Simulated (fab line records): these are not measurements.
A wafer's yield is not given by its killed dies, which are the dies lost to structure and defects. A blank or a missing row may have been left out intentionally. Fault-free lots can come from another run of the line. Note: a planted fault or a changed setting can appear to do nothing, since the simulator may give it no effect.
fab line records | flow n5_finfet | part 2 of 2: steps 28 to 35 of 35
[record] lots = 5 | wafers = 15 | last_day = 17
route steps=1938 shown BEOL_M1@824 BEOL_M2@841
lots with no fault: from the same line, run without faults
start_h: start of the lot's first displayed wafer, in hours after the record's first day | wait_h: time in hours since the lot's previous step | " identical to the entry in the row above | L1.1+2: one row covering several wafers at once | - no value present, or no start provided | * or withheld: withheld | < > ~ a bound
route shown NAME@n: a module of which the file shows steps, and the number in the route of the first | usual: mean/standard deviation taken from wafers without a fault | same: alike in all rows | chamber/n: place in a boat | sites: each site's reading | _std_site: the values' standard deviation | _edge_site: inner sites' mean taken away from outer sites' mean | radius_mm: for every site, how far away it sits from the centre of the wafer | mask NAME#n: copy n | behind: the last tool/chamber to shape the wafer | hold: cause of the lot's hold/its duration in hours/its outcome | device: the transistor (n, p or np) that didn't switch | end of line: the tests these same wafers got at the end of their route | a step with no rows: only its recipe | killed: the dies lost at the first sort to structure and to defects; this is not the yield of the wafer | map: per-die view of a wafer (x killed, . not killed, _ where there is no die)
set.NAME: the setting the step ran with; set.NAME@STEP: the setting that earlier step ran with | model.NAME: the simulator's own value behind a step, which no gauge read
certain route steps with their lots: each step a table, each wafer a row
services: when a tool's chamber went out of use (start_h, in hours from the record's first day, below 0 if earlier), for how many hours, and the reason
[[steps]]
[step N5_BEOL_M2_EXPOSE_08]
[recipe] mask_id = M2 | na = 0.33 | source_shape = dipole | sigma_inner = 0.369 | sigma_outer = 0.767 | polarization = unpolarized | dose_mj = 41.25
[same] sigma_outer = 0.767
lot.wafer  | tool           | chamber | start_h | wait_h | mask
L078.1+4+5 | euv_scanner-01 | 0       | 171.53  | -      | M2#0
L079.1+5+6 | euv_scanner-01 | 0       | 172.48  | -      | M2#0
L086.2+3+5 | euv_scanner-01 | 0       | 223.36  | -      | M2#0
L093.2+3+5 | euv_scanner-02 | 0       | 247.43  | -      | M2#0
L094.1+4+5 | euv_scanner-01 | 0       | 263.16  | -      | M2#0
[step N5_BEOL_M2_PEB_09]
[recipe] peb_temp_c = 100 | peb_time_s = 60 | resist = CAR-EUV
[same] peb_time_s = 60
lot.wafer  | tool           | chamber | start_h | wait_h
L078.1+4+5 | litho_track-05 | 0       | 171.59  | 0.1
L079.1+5+6 | litho_track-05 | 0       | 172.55  | 0.1
L086.2+3+5 | litho_track-02 | 0       | 223.42  | 0.1
L093.2+3+5 | litho_track-05 | 0       | 247.49  | 0.1
L094.1+4+5 | litho_track-02 | 0       | 263.22  | 0.1
[step N5_BEOL_M2_DEVELOP_10]
[recipe] develop_time_s = 30 | developer = TMAH | resist = CAR-EUV | rinse_liquid = surfactant_rinse | dry = air_spin | dev_temp_c = 23
lot.wafer  | tool           | chamber | start_h | wait_h
L078.1+4+5 | litho_track-05 | 0       | -       | -
L079.1+5+6 | litho_track-05 | 0       | -       | -
L086.2+3+5 | litho_track-02 | 0       | -       | -
L093.2+3+5 | litho_track-05 | 0       | -       | -
L094.1+4+5 | litho_track-02 | 0       | -       | -
[step N5_BEOL_M2_CD_MEAS_11]
[recipe] target_cd_nm = 16.79 | landing_energy_ev = 500 | detector = se_inlens | polarity = opening
[usual] cd_nm = 16.95/0.27
lot.wafer | tool      | chamber | start_h | wait_h | cd_nm
L078.1    | cd_sem-03 | 0       | 171.66  | -      | 16.64
L078.4    | "         | 0       | "       | "      | 16.84
L078.5    | "         | 0       | "       | "      | 16.78
L079.1    | cd_sem-01 | 0       | 172.62  | -      | 17.34
L079.5    | "         | 0       | "       | "      | 16.99
L079.6    | "         | 0       | "       | "      | 16.60
L086.2    | cd_sem-02 | 0       | 223.49  | -      | 17.19
L086.3    | "         | 0       | "       | "      | 16.97
L086.5    | "         | 0       | "       | "      | 17.22
L093.2    | cd_sem-02 | 0       | 247.56  | -      | 17.23
L093.3    | "         | 0       | "       | "      | 17.08
L093.5    | "         | 0       | "       | "      | 16.67
L094.1    | cd_sem-03 | 0       | 263.29  | -      | 17.42
L094.4    | "         | 0       | "       | "      | 17.60
L094.5    | "         | 0       | "       | "      | 17.45
[step N5_BEOL_M2_OVL_MEAS_12]
[recipe] points_per_wafer = 522
[usual] M2_OVL = -0.2/0.51
lot.wafer | tool       | chamber | start_h | wait_h | M2_OVL[nm]
L078.1    | overlay-01 | 0       | 171.69  | 0.0    | -0.1
L078.4    | "          | 0       | "       | "      | -0.7
L078.5    | "          | 0       | "       | "      | -0.2
L079.1    | overlay-02 | 0       | 172.65  | 0.0    | -0.7
L079.5    | "          | 0       | "       | "      | 0.3
L079.6    | "          | 0       | "       | "      | -0.1
L086.2    | overlay-01 | 0       | 223.52  | 0.0    | -0.2
L086.3    | "          | 0       | "       | "      | 0.1
L086.5    | "          | 0       | "       | "      | -0.3
L093.2    | overlay-02 | 0       | 247.59  | 0.0    | -0.3
L093.3    | "          | 0       | "       | "      | -0.4
L093.5    | "          | 0       | "       | "      | -0.1
L094.1    | overlay-02 | 0       | 263.32  | 0.0    | 0.1
L094.4    | "          | 0       | "       | "      | -0.1
L094.5    | "          | 0       | "       | "      | -0.2
[step N5_BEOL_M2_INSPECT_13]
[recipe] mode = adi | inspect_instrument = brightfield
[usual] raw_defect_count = 415/91
lot.wafer | tool              | chamber | start_h | wait_h | raw_defect_count
L078.1    | defect_inspect-02 | -       | 171.75  | 0.1    | 246
L078.4    | "                 | -       | "       | "      | 303
L078.5    | "                 | -       | "       | "      | 338
L079.1    | defect_inspect-01 | -       | 172.71  | 0.1    | 398
L079.5    | "                 | -       | "       | "      | 437
L079.6    | "                 | -       | "       | "      | 446
L086.2    | defect_inspect-01 | -       | 223.58  | 0.0    | 397
L086.3    | "                 | -       | "       | "      | 538
L086.5    | "                 | -       | "       | "      | 561
L093.2    | defect_inspect-02 | -       | 247.65  | 0.0    | 329
L093.3    | "                 | -       | "       | "      | 300
L093.5    | "                 | -       | "       | "      | 456
L094.1    | defect_inspect-01 | -       | 263.38  | 0.1    | 337
L094.4    | "                 | -       | "       | "      | 377
L094.5    | "                 | -       | "       | "      | 311
[step N5_BEOL_M2_DESCUM_16]
[recipe] chemistry = O2 | time_s = 7 | source_power_w = 50 | bias_power_w = 20 | pressure_mtorr = 20 | rf_frequency_hz = 2.712e+07 | temp_c = 40 | resist = CAR-EUV | o2_flow_sccm = 225
[usual] drypump_motor_current_A = 5.7/0.41 | oes_product_au = 0.81/0.079 | rf_vpp_V = 243.4/1.4 | showerhead_plenum_p_Torr = 2.11/0.067 | throttle_valve_pct = 20.45/0.16
lot.wafer | tool        | chamber | start_h | wait_h | drypump_motor_current_A | oes_product_au | rf_hours_counter_h | rf_vpp_V | showerhead_plenum_p_Torr | throttle_valve_pct
L078.1    | rie_diel-06 | 0       | 172.83  | 1.1    | 5.3                     | 0.75           | 154                | 243.0    | 2.09                     | 20.65
L078.4    | "           | 2       | "       | "      | 5.3                     | 0.86           | -                  | 244.1    | 2.22                     | 20.25
L078.5    | "           | 0       | "       | "      | 5.3                     | 0.74           | -                  | 243.1    | 2.09                     | 20.64
L079.1    | rie_diel-01 | 1       | 173.11  | 0.4    | 6.1                     | 0.84           | 80                 | 243.5    | 2.12                     | 20.46
L079.5    | "           | 0       | "       | "      | 5.4                     | 0.86           | -                  | 245.0    | 2.15                     | 20.42
L079.6    | "           | 1       | "       | "      | 6.1                     | 0.84           | -                  | 244.9    | 2.12                     | 20.46
L086.2    | rie_diel-01 | 0       | 223.63  | 0.1    | 5.4                     | 0.84           | 80                 | 245.1    | 2.14                     | 20.44
L086.3    | "           | 3       | "       | "      | 5.6                     | 0.67           | 238                | 242.2    | 2.16                     | 20.71
L086.5    | "           | 0       | "       | "      | 5.4                     | 0.84           | -                  | 243.2    | 2.14                     | 20.44
L093.2    | rie_diel-05 | 0       | 247.69  | 0.0    | 5.7                     | 0.77           | 121                | 241.5    | 2.11                     | 20.15
L093.3    | "           | 2       | "       | "      | 5.8                     | 0.83           | 71                 | 241.0    | 2.04                     | 20.65
L093.5    | "           | 2       | "       | "      | 5.8                     | 0.83           | -                  | 242.3    | 2.04                     | 20.64
L094.1    | rie_diel-01 | 0       | 263.81  | 0.4    | 5.4                     | 0.82           | 93                 | 243.2    | 2.13                     | 20.46
L094.4    | "           | 2       | "       | "      | 4.9                     | 0.88           | -                  | 245.2    | 2.15                     | 20.38
L094.5    | "           | 0       | "       | "      | 5.4                     | 0.83           | -                  | 243.0    | 2.14                     | 20.47
[step N5_BEOL_M2_ETCH_74]
[recipe] chemistry = N2/H2 | target = underlayer | target_depth_a = 65 | mask_material = CAR-EUV | time_s = 5.2 | ion_energy_ev = 200 | pressure_mtorr = 30 | source_w = 840 | bias_w = 150 | n2_flow_sccm = 200 | h2_flow_sccm = 200 | ends = cleared
[usual] bias_w = 150.1/0.42 | drypump_motor_current_A = 5.7/0.41 | etch_rf_on_time_s = 5.15/0.1 | h2_flow_sccm = 200.1/0.62 | oes_product_au = 0.69/0.071 | rf_vpp_V = 524.4/2.4 | showerhead_plenum_p_Torr = 2.55/0.079 | throttle_valve_pct = 17.84/0.18
lot.wafer | tool        | chamber | start_h | wait_h | bias_w | drypump_motor_current_A | etch_rf_on_time_s | h2_flow_sccm | oes_product_au | rf_hours_counter_h | rf_vpp_V | showerhead_plenum_p_Torr | throttle_valve_pct
L078.1    | rie_diel-06 | 0       | 172.86  | 0.0    | 149.2  | 5.4                     | 5.21              | 199.5        | 0.64           | 154                | 523.4    | 2.56                     | 18.16
L078.4    | "           | 2       | "       | "      | 150.5  | 5.2                     | 5.19              | 200.4        | 0.75           | -                  | 529.9    | 2.69                     | 17.68
L078.5    | "           | 0       | "       | "      | 149.9  | 5.3                     | 5.22              | 199.3        | 0.64           | -                  | 526.3    | 2.56                     | 18.19
L079.1    | rie_diel-01 | 1       | 173.14  | 0.0    | 149.5  | 6.1                     | 5.14              | 200.9        | 0.72           | 80                 | 523.3    | 2.55                     | 17.72
L079.5    | "           | 0       | "       | "      | 150.2  | 5.5                     | 5.11              | 199.3        | 0.75           | -                  | 525.6    | 2.56                     | 17.60
L079.6    | "           | 1       | "       | "      | 150.0  | 6.1                     | 5.08              | 200.2        | 0.73           | -                  | 524.8    | 2.55                     | 17.75
L086.2    | rie_diel-01 | 0       | 223.67  | 0.0    | 150.2  | 5.4                     | 5.19              | 200.3        | 0.71           | 80                 | 525.4    | 2.55                     | 17.66
L086.3    | "           | 3       | "       | "      | 150.7  | 5.6                     | 5.24              | 200.4        | 0.57           | 238                | 527.9    | 2.61                     | 18.09
L086.5    | "           | 0       | "       | "      | 149.7  | 5.4                     | 5.21              | 200.7        | 0.72           | -                  | 524.2    | 2.55                     | 17.65
L093.2    | rie_diel-05 | 0       | 247.72  | 0.0    | 149.2  | 5.7                     | 5.25              | 200.0        | 0.65           | 121                | 526.6    | 2.57                     | 17.68
L093.3    | "           | 2       | "       | "      | 150.9  | 5.8                     | 5.14              | 199.8        | 0.72           | 71                 | 521.2    | 2.47                     | 17.88
L093.5    | "           | 2       | "       | "      | 150.0  | 5.8                     | 5.10              | 199.4        | 0.73           | -                  | 522.0    | 2.47                     | 17.89
L094.1    | rie_diel-01 | 0       | 263.84  | 0.0    | 149.6  | 5.4                     | 5.15              | 199.6        | 0.71           | 93                 | 523.9    | 2.55                     | 17.69
L094.4    | "           | 2       | "       | "      | 149.6  | 4.9                     | 5.01              | 200.0        | 0.75           | -                  | 525.6    | 2.59                     | 17.67
L094.5    | "           | 0       | "       | "      | 150.3  | 5.4                     | 5.22              | 199.7        | 0.71           | -                  | 525.9    | 2.55                     | 17.67
[[services]]
tool           | chamber | start_h | hours | kind
euv_scanner-01 | -       | 144.51  | 1.0   | pm
pecvd-04       | -       | 144.83  | 28.1  | pm
cvd_co-01      | 2       | 148.60  | 4.2   | repair
cmp-01         | -       | 164.60  | 2.4   | repair
euv_scanner-02 | -       | 166.83  | 1.0   | pm
pecvd-01       | -       | 167.36  | 1.7   | repair
ecd_cu-02      | -       | 191.73  | 0.4   | repair
cvd_co-02      | -       | 192.37  | 1.5   | repair
pecvd-01       | -       | 200.16  | 2.8   | pm
cmp-03         | -       | 200.43  | 2.5   | repair
euv_scanner-01 | -       | 200.66  | 1.0   | pm
euv_scanner-01 | -       | 217.55  | 1.8   | repair
euv_scanner-02 | -       | 219.86  | 6.2   | pm
cmp-01         | -       | 220.21  | 6.4   | pm
cvd_co-02      | -       | 224.41  | 0.3   | repair
rie_diel-06    | 3       | 225.92  | 16.6  | repair
cmp-01         | -       | 231.02  | 3.8   | repair
euv_scanner-01 | -       | 231.52  | 4.6   | pm
cmp-01         | -       | 242.13  | 4.0   | pm
euv_scanner-01 | -       | 245.38  | 5.8   | pm
euv_scanner-01 | -       | 256.81  | 1.0   | pm
cmp-01         | -       | 257.31  | 0.7   | repair
pecvd-01       | -       | 258.95  | 5.1   | repair
rie_diel-01    | 3       | 263.49  | 2.6   | repair
